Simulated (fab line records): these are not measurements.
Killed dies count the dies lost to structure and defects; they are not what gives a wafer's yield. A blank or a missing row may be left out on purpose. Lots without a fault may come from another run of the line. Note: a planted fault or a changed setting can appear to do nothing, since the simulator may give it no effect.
fab line records ; flow n5Finfet
[record] lots = 9; wafers = 26; lastDay = 17
route steps=1938 shown BEOL_M0_SAQP@664 BEOL_M4@1111
lots with no fault: from the same line, run without faults
startH: start of the lot's first displayed wafer, in hours after the record's first day ; waitH: time in hours since the lot's previous step ; " the same as in the row above ; L1.1+2: a single row standing in for several wafers ; - either no value or no given start ; * or withheld: withheld ; < > ~ a bound
route shown NAME@n: a module of which the file shows steps, and the number in the route of the first ; usual: mean/standard deviation of fault-free wafers ; same: alike in all rows ; chamber/n: place in a boat ; sites: per-site readings ; _std_site: how widely they spread, as a standard deviation ; _edge_site: inner sites' mean taken away from outer sites' mean ; radiusMm: for every site, how far away it sits from the centre of the wafer ; mask NAME#n: copy n ; behind: tool/chamber where the wafer was last shaped ; hold: what put the lot on hold/how long, in hours/how the hold closed ; device: names the non-switching transistor (n, p or np) ; end of line: tests run on the same wafers once the route is complete ; a step given without rows: its recipe and nothing more ; killed: dies lost to structure and defects at the first sort, not the wafer's yield ; map: shows each die of a wafer: x if killed, . if not, _ if none is there
set.NAME: the run value of the setting; set.NAME@STEP: its run value at that earlier step ; model.NAME: the simulator's own value behind a step, which no gauge read
one table for each step of the route and one row for each wafer, over a sample of lots
services: from which hour (startH, from the record's first day; less than 0 if before it) a tool's chamber was out of use, for how many hours, and why
[[steps]]
[step N5_BEOL_M0_SAQP_SPACER1_ETCHBACK_99]
[recipe] chemistry = CHF3/O2; mode = anisotropicEtchback; target = SiO2; targetDepthA = 154; timeS = 7.7; pressureMtorr = 30; sourceW = 650; biasW = 170; Ar_flow_sccm = 200; CHF3_flow_sccm = 50; O2_flow_sccm = 5; ionEnergyEv = 200
[usual] drypumpMotorCurrentA = 5.7/0.6; oes_o_777_au = 0.80/0.083; oesProductAu = 0.81/0.099; rfVppV = 528/11; showerheadPlenumPTorr = 2.39/0.065; throttleValvePct = 18.89/0.28
lot.wafer;tool;chamber;startH;waitH;drypumpMotorCurrentA;oes_o_777_au;oesProductAu;rfHoursCounterH;rfVppV;showerheadPlenumPTorr;throttleValvePct
L114.1;rieDiel-04;3;117.50;0.3;6.6;0.76;0.74;167;532;2.30;19.15
L114.5;rieDiel-04;1;117.50;0.3;6.5;0.79;0.81;-;537;2.45;18.93
L116.2;rieDiel-01;1;125.25;0.3;5.2;0.72;0.73;191;512;2.37;19.15
L116.3;rieDiel-01;3;125.25;0.3;6.4;0.90;0.89;39;530;2.37;18.78
L116.4;rieDiel-01;1;125.25;0.3;5.2;0.72;0.72;-;510;2.37;19.15
L118.1;rieDiel-04;2;132.93;0.3;5.7;0.93;0.93;5;550;2.49;19.02
L118.4;rieDiel-04;2;132.93;0.3;5.7;0.93;0.92;-;551;2.49;19.01
L118.6;rieDiel-04;3;132.93;0.3;6.6;0.75;0.73;-;533;2.30;19.16
L129.1;rieDiel-01;0;206.74;0.3;4.8;0.86;0.88;52;516;2.44;18.73
L129.4;rieDiel-01;2;206.74;0.3;6.1;0.91;0.94;24;522;2.35;18.40
L129.5;rieDiel-01;1;206.74;0.3;5.2;0.70;0.70;-;511;2.36;19.18
L131.2;rieDiel-03;0;209.97;0.3;5.1;0.83;0.85;76;530;2.43;18.44
L131.3;rieDiel-03;2;209.97;0.3;5.5;0.71;0.68;233;534;2.29;19.14
L131.6;rieDiel-03;2;209.97;0.3;5.5;0.70;0.68;-;536;2.29;19.14
L132.1;rieDiel-01;0;217.27;0.3;4.8;0.85;0.87;56;516;2.44;18.74
L132.2;rieDiel-01;3;217.27;0.3;6.4;0.85;0.86;68;529;2.36;18.82
L132.3;rieDiel-01;2;217.27;0.3;6.1;0.89;0.94;28;522;2.35;18.42
L133.3;rieDiel-03;0;221.89;0.3;5.1;0.83;0.85;78;528;2.43;18.43
L133.4;rieDiel-03;1;221.89;0.3;5.3;0.73;0.75;182;534;2.42;18.86
L133.6;rieDiel-03;2;221.89;0.3;5.5;0.71;0.68;-;534;2.29;19.15
L134.1;rieDiel-03;2;230.32;0.3;5.5;0.71;0.67;239;535;2.29;19.15
L134.5;rieDiel-03;1;230.32;0.3;5.3;0.72;0.74;-;535;2.42;18.85
L134.6;rieDiel-03;2;230.32;0.3;5.5;0.70;0.68;-;535;2.29;19.15
L135.2;rieDiel-01;3;233.60;0.3;6.3;0.84;0.87;73;530;2.36;18.84
L135.3;rieDiel-01;2;233.60;0.3;6.1;0.88;0.93;33;521;2.34;18.44
L135.4;rieDiel-01;1;233.60;0.3;5.2;0.70;0.70;226;512;2.36;19.21
[step N5_BEOL_M0_SAQP_MANDREL2_REMOVE_110]
[recipe] chemistry = HBr/Cl2/O2; btTimeS = 10; target = a-Si; stopOn = SiCN; endpoint = OES-SiCl; overEtchFrac = 1; icpW = 600; biasW = 30; HBr_flow_sccm = 150; Cl2_flow_sccm = 80; O2_flow_sccm = 5; pressureMtorr = 10
[usual] drypumpMotorCurrentA = 5.6/0.53; heBacksideLeakSccm = 2.7/0.4; oes_o_777_au = 1.00/0.043; oesProductAu = 1.007/0.013; throttleValvePct = 36.72/0.27
lot.wafer;tool;chamber;startH;waitH;drypumpMotorCurrentA;heBacksideLeakSccm;oes_o_777_au;oesProductAu;rfHoursCounterH;throttleValvePct
L114.1;rieSi-01;1;119.35;0.1;5.2;2.9;1.05;0.999;49;37.08
L114.5;rieSi-01;3;119.35;0.1;5.9;2.7;0.92;0.997;-;36.11
L116.2;rieSi-06;3;127.43;0.1;6.4;3.7;0.96;0.980;162;36.49
L116.3;rieSi-06;1;127.43;0.1;5.1;2.4;1.03;1.017;14;36.83
L116.4;rieSi-06;0;127.43;0.1;5.2;2.5;1.03;1.003;1;36.87
L118.1;rieSi-01;1;134.81;0.1;5.2;2.8;1.05;0.991;49;37.05
L118.4;rieSi-01;0;134.81;0.1;6.3;2.8;1.08;1.019;183;36.74
L118.6;rieSi-01;3;134.81;0.1;5.9;2.5;0.91;0.987;-;36.13
L129.1;rieSi-01;1;209.13;0.1;5.2;2.8;1.05;1.014;50;37.08
L129.4;rieSi-01;2;209.13;0.1;6.4;2.8;0.97;1.007;175;36.45
L129.5;rieSi-01;2;209.13;0.1;6.4;2.8;0.96;1.009;-;36.45
L131.2;rieSi-06;0;211.81;0.1;5.2;2.4;1.03;0.999;3;36.88
L131.3;rieSi-06;1;211.81;0.1;5.1;2.3;1.03;1.006;15;36.84
L131.6;rieSi-06;0;211.81;0.1;5.2;2.5;1.03;0.999;-;36.88
L132.1;rieSi-03;2;219.19;0.1;5.3;2.5;0.95;1.012;12;37.06
L132.2;rieSi-03;1;219.19;0.1;5.3;2.5;0.98;1.001;161;36.89
L132.3;rieSi-03;3;219.19;0.1;6.1;2.4;1.04;1.008;24;36.54
L133.3;rieSi-06;1;223.76;0.1;5.0;2.4;1.03;1.010;15;36.84
L133.4;rieSi-06;0;223.76;0.1;5.2;2.4;1.03;0.997;3;36.88
L133.6;rieSi-06;3;223.76;0.1;6.4;3.3;0.96;0.980;-;36.50
L134.1;rieSi-06;0;232.49;0.1;5.2;2.5;1.02;0.991;3;36.90
L134.5;rieSi-06;1;232.49;0.1;5.1;2.4;1.02;1.001;-;36.83
L134.6;rieSi-06;2;232.49;0.1;4.9;3.0;1.00;1.012;-;36.39
L135.2;rieSi-03;3;237.12;0.1;6.1;2.4;1.04;1.015;24;36.53
L135.3;rieSi-03;2;237.12;0.1;5.3;2.6;0.95;1.014;12;37.07
L135.4;rieSi-03;3;237.12;0.1;6.1;2.3;1.04;1.006;-;36.54
[step N5_BEOL_M0_SAQP_COAT_72]
[recipe] resist = SiARC; tempC = 220; timeS = 60; spinRpm = 1500; resistThkNm = 15
[usual] spinSpeedRpm = 1500.0/0.88
lot.wafer;tool;chamber;startH;waitH;spinSpeedRpm
L114.1;lithoTrack-01;0;119.50;-;1500.7
L114.5;lithoTrack-01;0;119.50;-;1501.1
L116.2;lithoTrack-04;0;127.58;-;1499.6
L116.3;lithoTrack-04;0;127.58;-;1499.6
L116.4;lithoTrack-04;0;127.58;-;1500.5
L118.1;lithoTrack-01;0;134.96;-;1501.6
L118.4;lithoTrack-01;0;134.96;-;1499.8
L118.6;lithoTrack-01;0;134.96;-;1501.5
L129.1;lithoTrack-04;0;209.28;-;1499.3
L129.4;lithoTrack-04;0;209.28;-;1500.5
L129.5;lithoTrack-04;0;209.28;-;1501.3
L131.2;lithoTrack-01;0;211.97;-;1345.3
L131.3;lithoTrack-01;0;211.97;-;1344.9
L131.6;lithoTrack-01;0;211.97;-;1344.7
L132.1;lithoTrack-01;0;219.34;-;1343.9
L132.2;lithoTrack-01;0;219.34;-;1343.8
L132.3;lithoTrack-01;0;219.34;-;1342.1
L133.3;lithoTrack-04;0;223.91;-;1499.7
L133.4;lithoTrack-04;0;223.91;-;1499.1
L133.6;lithoTrack-04;0;223.91;-;1500.7
L134.1;lithoTrack-03;0;232.64;-;1501.5
L134.5;lithoTrack-03;0;232.64;-;1501.0
L134.6;lithoTrack-03;0;232.64;-;1501.3
L135.2;lithoTrack-04;0;237.27;-;1500.2
L135.3;lithoTrack-04;0;237.27;-;1499.1
L135.4;lithoTrack-04;0;237.27;-;1501.2
[step N5_BEOL_M0_SAQP_INSPECT_42]
[recipe] mode = adi; inspectInstrument = brightfield
[usual] rawDefectCount = 272/83
lot.wafer;tool;chamber;startH;waitH;rawDefectCount
L114.1;defectInspect-02;-;119.98;0.1;376
L114.5;defectInspect-02;-;119.98;0.1;246
L116.2;defectInspect-01;-;127.94;0.0;391
L116.3;defectInspect-01;-;127.94;0.0;223
L116.4;defectInspect-01;-;127.94;0.0;219
L118.1;defectInspect-02;-;135.32;0.1;732
L118.4;defectInspect-02;-;135.32;0.1;386
L118.6;defectInspect-02;-;135.32;0.1;247
L129.1;defectInspect-02;-;209.64;0.1;160
L129.4;defectInspect-02;-;209.64;0.1;254
L129.5;defectInspect-02;-;209.64;0.1;294
L131.2;defectInspect-01;-;212.45;0.0;186
L131.3;defectInspect-01;-;212.45;0.0;214
L131.6;defectInspect-01;-;212.45;0.0;225
L132.1;defectInspect-02;-;219.72;0.1;112
L132.2;defectInspect-02;-;219.72;0.1;210
L132.3;defectInspect-02;-;219.72;0.1;174
L133.3;defectInspect-02;-;224.39;0.0;302
L133.4;defectInspect-02;-;224.39;0.0;306
L133.6;defectInspect-02;-;224.39;0.0;378
L134.1;defectInspect-01;-;233.12;0.1;342
L134.5;defectInspect-01;-;233.12;0.1;296
L134.6;defectInspect-01;-;233.12;0.1;306
L135.2;defectInspect-01;-;237.75;0.0;321
L135.3;defectInspect-01;-;237.75;0.0;250
L135.4;defectInspect-01;-;237.75;0.0;344
[step N5_BEOL_M4_RC_MEAS_101]
[usual] DIBL_N = 35.9/1.7; DIBL_P = 36.0/2.2; IOFF_N = 0.16/0.031; IOFF_P = 0.21/0.039; ION_N = 678/13; ION_P = 464/8.8; SS_N = 71.5/0.61; SS_P = 73.2/0.68; VT_N = 249/3.3; VT_P = -250/3.8
lot.wafer;tool;chamber;startH;waitH;DIBL_N[mV/V];DIBL_P[mV/V];IOFF_N[nA/um];IOFF_P[nA/um];ION_N[uA/um];ION_P[uA/um];SS_N[mV/dec];SS_P[mV/dec];VT_N[mV];VT_P[mV]
L114.1;prober-01;0;169.32;0.0;35.5;35.9;0.16;0.24;683;470;71.8;73.5;248;-246
L114.5;prober-01;0;169.32;0.0;33.6;32.9;0.12;0.20;668;464;71.4;73.0;254;-248
L116.2;prober-01;0;178.07;0.2;37.3;35.9;0.17;0.20;686;466;71.5;74.4;247;-252
L116.3;prober-01;0;178.07;0.2;33.9;31.8;0.12;0.15;675;462;70.2;72.8;250;-253
L116.4;prober-01;0;178.07;0.2;34.0;30.5;0.12;0.14;663;451;71.4;72.5;251;-256
L118.1;prober-01;0;193.34;0.0;31.6;31.5;0.09;0.13;641;450;70.2;72.0;258;-260
L118.4;prober-01;0;193.34;0.0;33.5;34.6;0.11;0.15;664;455;70.5;72.4;256;-257
L118.6;prober-01;0;193.34;0.0;37.1;38.8;0.17;0.21;676;457;71.3;73.5;250;-254
L129.1;prober-01;0;264.98;0.0;34.8;33.8;0.13;0.19;678;469;70.6;72.3;251;-251
L129.4;prober-01;0;264.98;0.0;36.3;36.5;0.17;0.23;688;479;70.9;73.8;244;-247
L129.5;prober-01;0;264.98;0.0;37.8;39.0;0.20;0.27;707;486;72.1;74.2;245;-245
L131.2;prober-02;0;265.27;0.2;33.7;34.6;0.12;0.17;669;457;71.3;72.6;255;-252
L131.3;prober-02;0;265.27;0.2;34.4;35.5;0.14;0.18;670;460;71.1;73.0;251;-252
L131.6;prober-02;0;265.27;0.2;34.8;36.7;0.15;0.20;674;462;71.3;72.9;251;-252
L132.1;prober-01;0;272.00;0.0;33.5;31.6;0.12;0.15;665;452;70.6;72.5;253;-253
L132.2;prober-01;0;272.00;0.0;36.7;36.6;0.17;0.22;682;463;71.1;73.5;249;-248
L132.3;prober-01;0;272.00;0.0;35.2;34.2;0.14;0.18;675;460;70.9;73.2;249;-250
L133.3;prober-02;0;281.73;0.3;35.3;33.9;0.13;0.17;651;447;71.1;72.2;255;-254
L133.4;prober-02;0;281.73;0.3;36.2;35.6;0.14;0.19;677;465;71.7;73.0;252;-251
L133.6;prober-02;0;281.73;0.3;34.4;33.5;0.12;0.16;655;452;71.4;72.7;255;-252
L134.1;prober-02;0;285.06;0.0;34.2;33.5;0.12;0.15;660;455;70.2;72.6;254;-254
L134.5;prober-02;0;285.06;0.0;32.8;31.1;0.10;0.13;657;450;71.3;72.6;257;-257
L134.6;prober-02;0;285.06;0.0;36.7;37.7;0.16;0.21;677;460;71.0;73.4;249;-254
L135.2;prober-02;0;294.82;0.2;37.5;37.3;0.19;0.28;692;472;72.1;74.0;246;-244
L135.3;prober-02;0;294.82;0.2;34.6;33.9;0.14;0.22;679;477;70.7;72.9;251;-246
L135.4;prober-02;0;294.82;0.2;35.9;35.3;0.16;0.23;678;470;71.8;72.9;248;-247
[[services]]
tool;chamber;startH;hours;kind
lithoTrack-01;-;93.88;-;consumableReplace:filter
rieDiel-03;3;95.85;18.6;repair
rieDiel-04;2;97.76;-;clean
rieDiel-04;2;97.76;-;consumableReplace:focusRing
rieDiel-04;2;97.76;20.2;scheduledDown
rieDiel-04;2;97.76;20.2;ventCycle
rieSi-03;2;105.54;6.1;repair
rieDiel-01;2;107.64;-;clean
rieDiel-01;2;107.64;-;consumableReplace:focusRing
rieDiel-01;2;107.64;24.5;scheduledDown
rieDiel-01;2;107.64;24.5;ventCycle
rieDiel-04;1;129.49;9.0;repair
rieDiel-04;0;130.52;10.4;repair
rieDiel-04;1;139.52;4.0;repair
rieSi-06;-;147.55;3.1;repair
lithoTrack-04;-;170.56;-;consumableReplace:filter
rieSi-03;2;192.05;6.6;repair
rieDiel-04;0;197.34;-;clean
rieDiel-04;0;197.34;-;consumableReplace:focusRing
rieDiel-04;1;221.30;13.8;repair
rieSi-03;1;229.94;3.7;repair
rieSi-03;0;235.24;-;clean
rieSi-03;0;235.24;16.7;scheduledDown
rieSi-03;0;235.24;16.7;ventCycle
[[key]]
[firstSign] step = N5_BEOL_M0_SAQP_COAT_72; reading = spinSpeedRpm; direction = down; sigmas = 99+; usual = *; struck = *
effect none on later readings
metAt N5_BEOL_M0_SAQP_COAT_72
struckLots L131,L132
[baselineLoss] step = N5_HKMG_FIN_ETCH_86; wafers = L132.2
notActingAt N5_BEOL_M0_SAQP_SPACER1_ETCHBACK_99,N5_BEOL_M0_SAQP_MANDREL2_REMOVE_110,N5_BEOL_M0_SAQP_INSPECT_42
onsetBetween 134.96 211.97
[fault] kind = processParameterDrift; tool = lithoTrack-01; chamber = -; onsetH = 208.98; steps = N5_BEOL_M0_SAQP_COAT_72; channel = spinRpm; offset = *; shape = step; endH = 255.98; actsIn = *; stated = *
// baselineLoss: these wafers lose ten dies or more at that step, a loss of the line's own and not of a fault; the sort's usual values leave them out
